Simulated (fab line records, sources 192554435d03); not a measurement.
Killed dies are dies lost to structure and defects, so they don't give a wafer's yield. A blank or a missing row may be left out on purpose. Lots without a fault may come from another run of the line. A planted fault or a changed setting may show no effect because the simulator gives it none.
Problem report in the 8D (eight disciplines) form, filled by code | flow n5_finfet | the parts of the form that need people (team, actions taken, sign-off) are left out

1. THE PROBLEM
V2_OVL at N5_BEOL_M3_OVL_MEAS_29 reads a mean of 9.7 nm on 9 wafers of 4 lots; wafers without a fault read -0.3 nm with a standard deviation of 0.76. That is +13 standard deviations from the usual mean.
First seen on wafer L843.2, day 11 04:55, on overlay-02. The record holds 24 wafers of 9 lots with a number at this step. Rule for "out", or "out of limits": more than 4 standard deviations from the usual mean. The other wafers with a number count as sound.

2. WHAT IT IS AND WHAT IT IS NOT
question                    | is                     | is not
which readings at this step | V2_OVL                 | -
which lots                  | L843, L844, L845, L847 | L839, L841, L842, L849, L850
which wafers of those lots  | all that have a number | -
read on which gauges        | overlay-01, overlay-02 | -
when                        | from day 11 04:55      | up to then (9 sound wafers); but 6 sound wafers of L849, L850 came after

3. SUSPECTS, AND WHAT RULES EACH OUT
Counting: a tool at a process step up to the reading stays a suspect if it ran every lot that is out and no sound lot after the first of them.
- the gauge at N5_BEOL_M3_OVL_MEAS_29: ruled out. The wafers that are out were read on 2 gauges (overlay-01, overlay-02).
- euv_scanner-02 at N5_BEOL_M3_EXPOSE_25 (exposes mask V2, defocus 5 nm): kept. It ran every lot that is out, first L843 (day 11 04:44), and no sound lot after that; its last sound lot up to then is L841 (day 11 04:32).
Left after counting: euv_scanner-02 at N5_BEOL_M3_EXPOSE_25.

4. THE CAUSE (what the simulator had put in)
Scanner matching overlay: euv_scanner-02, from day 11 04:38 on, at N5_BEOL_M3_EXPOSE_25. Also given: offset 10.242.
Counting left only this tool.

5. THE CHAIN OF EFFECTS, in route order
Each row: a reading whose mean over the struck wafers that have a number lies more than 3 standard deviations from the usual. Only readings for which the record gives a usual standard deviation are gone through. hours: the time from each lot's start at the first step in this table that gives one to its start at this step, as a median over the lots. sigmas: the change in usual standard deviations.
hours | step                    | reading              | usual   | on struck wafers | change | sigmas
0     | N5_BEOL_M3_OVL_MEAS_29  | V2_OVL               | -0.3 nm | 9.7              | +10.0  | +13
153   | N5_PASSIVATION_PROBE_49 | defect_limited_yield | 91.2 %  | 77.3             | -13.9  | -9.3
153   | N5_PASSIVATION_PROBE_49 | killed_at_M0_to_M3   | 32      | 196              | +164   | +17
153   | N5_PASSIVATION_PROBE_49 | killed_dies          | 103     | 268              | +165   | +9.7
153   | N5_PASSIVATION_PROBE_49 | killed_on_rim        | 14      | 35               | +21    | +4.7
153   | N5_PASSIVATION_PROBE_49 | sort_bin_5_function  | 5.2 %   | 12.4             | +7.2   | +7.7
153   | N5_PASSIVATION_PROBE_49 | sort_n_pass          | 1077    | 912              | -165   | -9.7
153   | N5_PASSIVATION_PROBE_49 | sort_yield_pct       | 91.2 %  | 77.3             | -13.9  | -9.3
The process steps in it:
- N5_PASSIVATION_PROBE_49
Later measuring or inspecting steps at which every struck wafer that the step has a row for has a number for every such reading, and none has moved that far: N5_BEOL_M4_RC_MEAS_101.

6. WHAT WOULD HAVE CAUGHT IT SOONER
In this record the first reading out of limits at a measuring or inspecting step was taken at day 11 04:55, 0 hours after the fault began at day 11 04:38.
Of the tool readings at N5_BEOL_M3_EXPOSE_25 for which the record gives a usual standard deviation, none was out on any struck wafer, so an alarm limit of 4 standard deviations on them would not have fired.
Of the lots that are out (4), L845, L844, L847 began N5_BEOL_M3_EXPOSE_25 on euv_scanner-02 after day 11 04:55. A hold on the tool at that time would have spared those 3.
